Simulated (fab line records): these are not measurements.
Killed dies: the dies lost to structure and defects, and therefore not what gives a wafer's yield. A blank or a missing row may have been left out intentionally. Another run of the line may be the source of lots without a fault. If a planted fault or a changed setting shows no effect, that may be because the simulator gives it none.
fab line records | flow nandHarc
[record] lots = 10 wafers = 30 lastDay = 24
route steps=1159 shown P_M0@270 P_M1@292 END@1159
lots that met no fault: taken from a fault-free run of the same line
startH: start of the lot's first displayed wafer, in hours after the record's first day | waitH: how many hours have passed since the lot's step before this one | " as in the row above | L1.1+2: a row that stands for several wafers | - no value, or no start was given | * or withheld: withheld | < > ~ a bound
route shown NAME@n: a module of which the file shows steps, and the number in the route of the first | usual: the fault-free wafers' mean and standard deviation | same: alike in all rows | chamber/n: place in a boat | sites: per-site readings | _std_site: the values' standard deviation | _edge_site: inner sites' mean taken away from outer sites' mean | radiusMm: how far each site lies from the wafer's centre | mask NAME#n: copy n | behind: the most recent tool/chamber to have shaped the wafer | hold: why the lot went on hold/how many hours it stayed there/how the hold came to an end | device: which transistor (n, p or np) failed to switch | end of line: the route-end tests of the same wafers | for a step that has no rows: nothing shown but its recipe | killed: at the first sort, the dies lost to defects and structure; wafer yield is something else | map: a wafer's dies, x killed, . not, _ none there
set.NAME: the run value of the setting; set.NAME@STEP: its run value at that earlier step | model.NAME: the simulator's own value behind a step, which no gauge read
steps of the route over a sample of lots; a table a step, a row a wafer
services: a tool's chamber out of use, with start hour (startH, from the record's first day; less than 0 if before it), hours out, and reason
[[steps]]
[step NHARC_P_M0_STRIP_18]
[recipe] powerW = 1000 n2FlowSccm = 150 h2FlowSccm = 150 arFlowSccm = 0 biasW = 0 chemistry = N2/H2
[usual] drypumpMotorCurrentA = 5.8/0.42 oesProductAu = 1.002/0.011 rfVppV = 90.9/0.88 showerheadPlenumPTorr = 2.07/0.056 throttleValvePct = 14.172/0.0094
[same] biasW = 0
// columns lot.wafer tool chamber startH waitH drypumpMotorCurrentA oesProductAu rfHoursCounterH rfVppV showerheadPlenumPTorr throttleValvePct
L701.1 rieDiel-05 0 111.08 0.1 5.3 1.017 7.8 90.0 2.06 14.174
L701.4 " 2 " " 6.4 1.009 8.1 88.8 1.97 14.171
L701.5 " 0 " " 5.4 1.019 - 90.5 2.06 14.168
L702.2 rieDiel-07 1 139.30 0.1 5.4 1.009 4.3 91.7 2.16 14.166
L702.4 " 2 " " 5.8 1.000 4.2 89.9 2.12 14.175
L702.6 " 1 " " 5.4 1.008 - 90.7 2.16 14.182
L706.2 rieDiel-07 0 154.10 0.1 6.4 1.018 5.8 90.7 2.05 14.153
L706.4 " 1 " " 5.4 0.997 5.5 90.4 2.16 14.185
L706.6 " 0 " " 6.4 1.024 - 90.0 2.05 14.167
L707.1 rieDiel-05 3 156.83 0.1 5.9 1.003 11.1 91.4 2.14 14.169
L707.2 " 1 " " 5.2 0.987 12.3 89.4 2.10 14.175
L707.6 " 3 " " 5.9 0.995 - 90.4 2.14 14.173
L709.1 rieDiel-07 1 162.32 0.1 5.4 1.014 6.4 92.0 2.16 14.167
L709.3 " 0 " " 6.4 1.029 6.5 91.5 2.05 14.163
L709.6 " 1 " " 5.4 1.009 - 91.3 2.16 14.170
L716.1 rieDiel-05 3 207.73 0.2 6.0 1.007 2.2 91.5 2.14 14.175
L716.5 " 0 " " 5.4 0.986 - 89.9 2.06 14.159
L716.6 " 1 " " 5.2 0.971 - 91.3 2.10 14.192
L717.2 rieDiel-07 3 212.08 0.1 5.4 0.998 10.1 91.0 2.10 14.164
L717.3 " 1 " " 5.4 1.011 9.9 91.9 2.16 14.169
L717.1 " 2 " " 5.8 1.001 9.7 90.6 2.12 14.179
L718.3 rieDiel-07 2 215.70 0.1 5.8 1.002 9.7 91.6 2.12 14.163
L718.5 " 3 " " 5.4 1.000 - 92.3 2.10 14.177
L718.6 " 0 " " 6.4 1.025 - 92.2 2.05 14.151
L720.4 rieDiel-06 3 225.20 0.1 5.9 1.005 11.8 88.2 1.98 14.173
L720.2 " 0 " " 6.2 1.008 10.8 92.0 2.02 14.163
L720.6 " 0 " " 6.2 0.998 - 91.5 2.02 14.163
L719.1 rieDiel-07 1 225.77 0.1 5.4 1.003 10.0 91.2 2.16 14.171
L719.3 " 2 " " 5.8 0.983 9.9 91.7 2.12 14.177
L719.4 " 3 " " 5.4 1.002 - 91.5 2.10 14.157
[step NHARC_P_M0_PRE_CLEAN_31]
[recipe] timeS = 12 tempC = 370 rfPowerW = 300 gas = NH3
[usual] heaterPowerW = 640/74
[same] timeS = 12
// columns lot.wafer tool chamber startH waitH heaterPowerW
L701.1 pecvd-02 0 113.31 0.1 629
L701.5 " 2 " " 777
L701.4 " 0 " " 641
L702.2 pecvd-01 0 141.49 0.1 639
L702.4 " 1 " " 722
L702.6 " 2 " " 556
L706.2 pecvd-04 2 156.25 0.1 638
L706.4 " 2 " " 622
L706.6 " 1 " " 541
L707.1 pecvd-01 2 158.98 0.1 478
L707.2 " 1 " " 612
L707.6 " 0 " " 585
L709.1 pecvd-01 2 164.62 0.2 468
L709.3 " 0 " " 664
L709.6 " 0 " " 666
L716.1 pecvd-02 2 211.21 0.6 669
L716.6 " 0 " " 604
L716.5 " 1 " " 650
L717.2 pecvd-01 0 214.31 0.1 663
L717.1 " 1 " " 731
L717.3 " 2 " " 511
L718.3 pecvd-01 2 218.19 0.4 565
L718.5 " 2 " " 572
L718.6 " 1 " " 757
L720.2 pecvd-01 1 227.37 0.1 651
L720.6 " 2 " " 566
L720.4 " 0 " " 690
L719.1 pecvd-02 0 228.02 0.1 680
L719.3 " 1 " " 691
L719.4 " 0 " " 694
[step NHARC_P_M1_EXPOSE_06]
[recipe] na = 1.35 targetCdNm = 130 doseMj = 81.88 maskId = P_M1
[usual] exposureDoseMJCm2 = 82.9/0.62 focusOffsetNm = 0.1/0.52 stageVelMmS = 499.99/0.24
// columns lot.wafer tool chamber startH waitH mask exposureDoseMJCm2 focusOffsetNm stageVelMmS
L701.1 arfiScanner-03 0 114.48 - P_M1#0 83.3 0.6 500.01
L701.4 " 0 " " P_M1#0 83.4 0.7 500.28
L701.5 " 0 " " P_M1#0 83.3 0.8 500.01
L702.2 arfiScanner-02 0 142.55 - P_M1#0 83.3 0.4 499.80
L702.4 " 0 " " P_M1#0 83.3 0.7 499.85
L702.6 " 0 " " P_M1#0 83.3 -0.6 499.67
L706.2 arfiScanner-03 0 157.45 - P_M1#0 83.5 1.1 500.28
L706.4 " 0 " " P_M1#0 83.5 0.3 499.87
L706.6 " 0 " " P_M1#0 83.4 0.4 500.32
L707.1 arfiScanner-02 0 160.15 - P_M1#0 83.1 0.4 499.51
L707.2 " 0 " " P_M1#0 83.2 0.1 499.94
L707.6 " 0 " " P_M1#0 83.1 1.0 500.23
L709.1 arfiScanner-01 0 165.64 - P_M1#0 81.7 0.0 500.23
L709.3 " 0 " " P_M1#0 81.8 -0.2 500.23
L709.6 " 0 " " P_M1#0 81.8 -0.2 500.51
L716.1 arfiScanner-03 0 212.22 - P_M1#0 83.3 -0.1 499.90
L716.5 " 0 " " P_M1#0 83.4 -0.3 500.11
L716.6 " 0 " " P_M1#0 83.3 0.4 499.87
L717.1 arfiScanner-02 0 215.50 - P_M1#0 83.2 1.1 500.08
L717.2 " 0 " " P_M1#0 83.3 0.9 500.01
L717.3 " 0 " " P_M1#0 83.3 -0.3 500.69
L718.3 arfiScanner-03 0 219.38 - P_M1#0 83.3 -0.2 500.02
L718.5 " 0 " " P_M1#0 83.2 0.3 500.54
L718.6 " 0 " " P_M1#0 83.3 0.2 500.29
L720.2 arfiScanner-02 0 228.57 - P_M1#0 83.2 0.1 499.62
L720.4 " 0 " " P_M1#0 83.3 1.0 500.19
L720.6 " 0 " " P_M1#0 83.3 -0.3 500.01
L719.1 arfiScanner-01 0 229.21 - P_M1#0 82.0 0.0 499.87
L719.3 " 0 " " P_M1#0 82.0 -1.1 499.80
L719.4 " 0 " " P_M1#0 81.9 0.4 500.00
[step NHARC_P_M1_CD_MEAS_09]
[recipe] targetCdNm = 130 landingEnergyEv = 500
[usual] cdNm = 130.1/0.6
// columns lot.wafer tool chamber startH waitH cdNm
L701.1 cdSem-02 0 114.62 - 129.9
L701.4 " 0 " " 130.2
L701.5 " 0 " " 129.5
L702.2 cdSem-03 0 142.69 - 130.1
L702.4 " 0 " " 130.1
L702.6 " 0 " " 130.9
L706.2 cdSem-03 0 157.59 - 129.8
L706.4 " 0 " " 129.0
L706.6 " 0 " " 129.6
L707.1 cdSem-01 0 160.29 - 130.7
L707.2 " 0 " " 129.9
L707.6 " 0 " " 130.4
L709.1 cdSem-03 0 165.78 - 129.3
L709.3 " 0 " " 130.5
L709.6 " 0 " " 130.4
L716.1 cdSem-02 0 212.36 - 130.1
L716.5 " 0 " " 135.3
L716.6 " 0 " " 129.3
L717.1 cdSem-03 0 215.64 - 130.2
L717.2 " 0 " " 129.8
L717.3 " 0 " " 129.7
L718.3 cdSem-02 0 219.52 - 129.4
L718.5 " 0 " " 136.3
L718.6 " 0 " " 129.9
L720.2 cdSem-01 0 228.72 - 129.4
L720.4 " 0 " " 130.0
L720.6 " 0 " " 130.3
L719.1 cdSem-03 0 229.35 - 131.0
L719.3 " 0 " " 131.7
L719.4 " 0 " " 130.1
[step NHARC_P_M1_ETCH_35]
[recipe] targetDepthA = 400 overetchA = 120 timeS = 43.94 ionEnergyEv = 200 n2FlowSccm = 150 h2FlowSccm = 150 arFlowSccm = 0 rfW = 400 biasW = 150 chemistry = N2/H2
[usual] biasW = 150.0/0.44 drypumpMotorCurrentA = 5.8/0.36 oesProductAu = 1.000/0.01 rfVppV = 430.4/2.2 showerheadPlenumPTorr = 2.03/0.072 throttleValvePct = 14.171/0.0094
[same] timeS = 43.94
// columns lot.wafer tool chamber startH waitH biasW drypumpMotorCurrentA oesProductAu rfHoursCounterH rfVppV showerheadPlenumPTorr throttleValvePct
L701.1 rieDiel-10 0 114.89 0.1 149.8 5.9 0.994 8 430.7 2.09 14.175
L701.4 " 1 " " 150.8 5.3 1.017 7 427.4 1.94 14.177
L701.5 " 0 " " 149.9 5.9 0.989 - 432.6 2.09 14.183
L702.4 rieDiel-04 2 142.96 0.1 149.8 5.1 1.002 0 426.8 1.91 14.168
L702.2 " 3 " " 150.2 5.3 1.007 0 430.2 2.05 14.172
L702.6 " 1 " " 149.6 5.9 1.001 - 432.6 2.13 14.179
L706.2 rieDiel-10 3 157.86 0.1 149.3 6.2 0.999 11 427.9 1.99 14.165
L706.4 " 0 " " 150.5 5.9 0.983 11 432.3 2.09 14.174
L706.6 " 0 " " 150.1 5.9 0.986 - 431.6 2.09 14.161
L707.2 rieDiel-10 0 160.58 0.1 150.9 5.9 0.983 11 432.2 2.09 14.156
L707.1 " 1 " " 149.2 5.3 1.003 10 426.7 1.94 14.169
L707.6 " 3 " " 150.5 6.2 1.005 - 429.1 1.99 14.148
L709.1 rieDiel-10 1 166.06 0.1 150.3 5.3 0.994 11 428.4 1.94 14.155
L709.3 " 0 " " 149.8 5.9 0.992 11 432.0 2.09 14.160
L709.6 " 2 " " 148.8 5.9 1.011 - 429.6 2.00 14.176
L716.1 rieDiel-04 2 212.66 0.1 149.7 5.1 0.999 2 427.5 1.91 14.178
L716.6 " 3 " " 150.6 5.3 0.998 - 432.1 2.04 14.167
L716.5 " 0 " " 150.8 6.3 0.982 - 429.8 2.04 14.164
L717.2 rieDiel-10 2 215.92 0.1 150.2 5.8 1.017 3 429.8 2.00 14.156
L717.1 " 3 " " 149.9 6.2 0.988 3 429.9 1.99 14.173
L717.3 " 0 " " 150.6 5.9 0.989 3 429.9 2.09 14.183
L718.3 rieDiel-04 0 219.79 0.1 150.4 6.3 0.995 2 432.1 2.04 14.174
L718.5 " 0 " " 150.2 6.4 0.991 - 430.7 2.04 14.168
L718.6 " 1 " " 149.9 5.9 0.997 - 433.0 2.13 14.164
L720.4 rieDiel-02 0 228.99 0.1 150.6 5.8 1.013 4 433.0 2.11 14.177
L720.2 " 3 " " 150.0 5.9 0.994 4 426.5 1.96 14.155
L720.6 " 0 " " 150.6 5.8 1.003 - 432.6 2.11 14.161
L719.4 rieDiel-04 3 229.64 0.1 149.0 5.3 0.993 2 431.4 2.04 14.167
L719.1 " 0 " " 150.1 6.3 0.983 2 431.6 2.04 14.159
L719.3 " 1 " " 150.6 5.8 0.994 2 433.8 2.12 14.153
[step NHARC_END_SORT_01]
[recipe] tempC = 25
[usual] defectLimitedYield = 95.2/1.3 killedAtArray = 29/9.4 killedAtOther = 0.7/1.3 killedAtPeriphery = 2.9/2.1 killedDies = 32/9 killedOpen = 3.3/1.8 killedShort = 1.9/1.4 sort_bin_2_pct = 1.4/0.53 sort_bin_3_pct = 0.28/0.21 sort_bin_4_pct = 3.1/0.91 sortNPass = 645/9 sortRimYieldPct = 97.4/1.7 sortYieldPct = 95.2/1.3
[same] grossDies = 677 sort_bin_5_pct[%] = 0 sort_bin_6_pct[%] = 0 sort_bin_7_pct[%] = 0 sort_bin_8_pct[%] = 0 sortRimNGross = 106.00
// columns lot.wafer tool chamber startH waitH defectLimitedYield[%] killedAtArray killedAtOther killedAtPeriphery killedDies killedOpen killedShort sort_bin_2_pct[%] sort_bin_3_pct[%] sort_bin_4_pct[%] sortNPass sortRimYieldPct[%] sortYieldPct[%]
L718.3 prober-02 0 549.57 3.1 95.4 25 0 6 31 2 3 1.0 0.30 3.2 646 97.2 95.4
L718.5 prober-02 0 551.14 3.6 94.5 33 2 2 37 3 5 1.2 0.74 3.5 640 99.1 94.5
L718.6 prober-02 0 551.92 3.9 96.3 22 2 1 25 3 1 1.2 0.44 2.1 652 96.2 96.3
L717.1 prober-01 0 555.81 2.5 95.0 26 2 6 34 1 4 1.3 0.44 3.2 643 98.1 95.0
L717.2 prober-01 0 556.61 2.8 94.7 33 0 3 36 8 3 1.9 0.59 2.8 641 95.3 94.7
L717.3 prober-01 0 557.42 3.1 96.2 25 1 0 26 0 2 1.2 0.59 2.1 651 100.0 96.2
L719.1 prober-02 0 563.51 2.5 94.7 34 0 2 36 2 2 1.5 0.15 3.7 641 96.2 94.7
L719.3 prober-02 0 565.09 3.1 93.6 41 0 2 43 3 3 2.1 0.15 4.1 634 98.1 93.6
// killed by level:class
L718.3 A_CHANNEL_HOLE_D1:chamberFilmFlake=20 P_GATE:chamberFilmFlake=2 A_CONTACT:chamberFilmFlake=2 P_GATE:geometricParticle:short=1 P_CONTACT:geometricParticle:open=1 P_M1:geometricParticle:open=1 A_CHANNEL_FILL_D1:geometricParticle:short=1 A_M0:geometricParticle:short=1
L718.5 A_CHANNEL_HOLE_D1:chamberFilmFlake=22 A_CONTACT:chamberFilmFlake=3 A_CHANNEL_FILL_D1:geometricParticle:short=2 THIN_TSV:chamberFilmFlake=2 P_GATE:geometricParticle:short=1 P_GATE:geometricParticle:open=1 A_ONON_D1:geometricParticle:short=1 A_CHANNEL_FILL_D1:geometricParticle:open=1
L718.6 A_CHANNEL_HOLE_D1:chamberFilmFlake=12 A_CHANNEL_FILL_D1:chamberFilmFlake=3 A_CONTACT:chamberFilmFlake=2 THIN_TSV:chamberFilmFlake=2 A_SOURCE_PLATE:geometricParticle:short=1 A_CHANNEL_FILL_D1:geometricParticle:open=1 A_BLC:geometricParticle:open=1 A_M0:geometricParticle:open=1
L717.1 A_SLIT:chamberFilmFlake=15 A_CHANNEL_HOLE_D1:chamberFilmFlake=7 P_ZERO_WELL:chamberFilmFlake=2 THIN_TSV:chamberFilmFlake=2 P_M0:geometricParticle:short=1 P_M1:geometricParticle:short=1 P_M2:geometricParticle:short=1 A_ONON_D1:geometricParticle:short=1
L717.2 A_SLIT:chamberFilmFlake=16 A_CHANNEL_HOLE_D1:chamberFilmFlake=7 A_BLC:geometricParticle:open=2 A_M0:geometricParticle:open=2 P_CONTACT:geometricParticle:open=1 P_M1:geometricParticle:open=1 A_ONON_D1:geometricParticle:short=1 A_CHANNEL_HOLE_D1:geometricParticle:short=1
L717.3 A_SLIT:chamberFilmFlake=16 A_CHANNEL_HOLE_D1:chamberFilmFlake=6 A_CONTACT:chamberFilmFlake=2 A_ONON_D1:geometricParticle:short=1 STARTING-WAFER:geometricParticle:short=1
L719.1 A_SLIT:chamberFilmFlake=19 A_CHANNEL_HOLE_D1:chamberFilmFlake=7 A_CONTACT:chamberFilmFlake=3 A_BLC:chamberFilmFlake=2 P_CONTACT:geometricParticle:open=1 P_M0:geometricParticle:short=1 A_WL_FILL:geometricParticle:short=1 A_BONDPAD:geometricParticle:open=1
L719.3 A_SLIT:chamberFilmFlake=20 A_CHANNEL_HOLE_D1:chamberFilmFlake=10 A_CONTACT:chamberFilmFlake=6 A_WL_FILL:geometricParticle:short=2 P_M1:geometricParticle:open=1 A_SGD_CUT:geometricParticle:open=1 A_CONTACT:geometricParticle:open=1 A_M0:geometricParticle:short=1
[[services]]
// columns tool chamber startH hours kind
rieDiel-06 0 89.64 9.4 repair
rieDiel-07 3 95.64 9.9 repair
pecvd-01 - 107.77 2.6 repair
rieDiel-04 - 111.90 9.0 pm
arfiScanner-03 - 140.00 4.0 pm
arfiScanner-01 - 140.77 4.0 pm
pecvd-02 2 145.66 14.2 repair
arfiScanner-01 - 146.19 5.9 repair
rieDiel-05 2 146.92 5.3 repair
rieDiel-02 - 150.70 9.0 pm
pecvd-02 - 153.32 13.0 pm
arfiScanner-01 - 155.75 1.9 repair
rieDiel-06 1 155.88 1.4 repair
rieDiel-05 - 163.60 9.0 pm
rieDiel-04 3 167.13 1.8 repair
rieDiel-02 3 175.22 6.3 repair
rieDiel-10 - 176.50 9.0 pm
rieDiel-04 3 182.45 3.8 repair
pecvd-04 - 188.84 1.5 repair
rieDiel-04 1 197.18 5.8 repair
arfiScanner-03 - 216.79 1.1 repair
rieDiel-07 0 220.31 14.3 repair
rieDiel-05 3 223.78 5.4 repair
rieDiel-07 - 228.20 9.0 pm
[[key]]
[firstSign] step = NHARC_P_M1_CD_MEAS_09 reading = cdNm direction = up sigmas = 9.6 usual = 130.1 struck = 135.8
effect none on later readings
metAt NHARC_P_M1_EXPOSE_06
struckLots L716,L718
struckWafers L716.5,L718.5
notActingAt NHARC_P_M0_STRIP_18,NHARC_P_M0_PRE_CLEAN_31,NHARC_P_M1_ETCH_35
onsetBetween 157.45 212.22
[fault] kind = processParameterDrift tool = arfiScanner-03 chamber = - onsetH = 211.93 steps = NHARC_P_M1_EXPOSE_06 channel = focusNm offset = 82.235 shape = step endH = 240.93 scope = struckWafersOnly
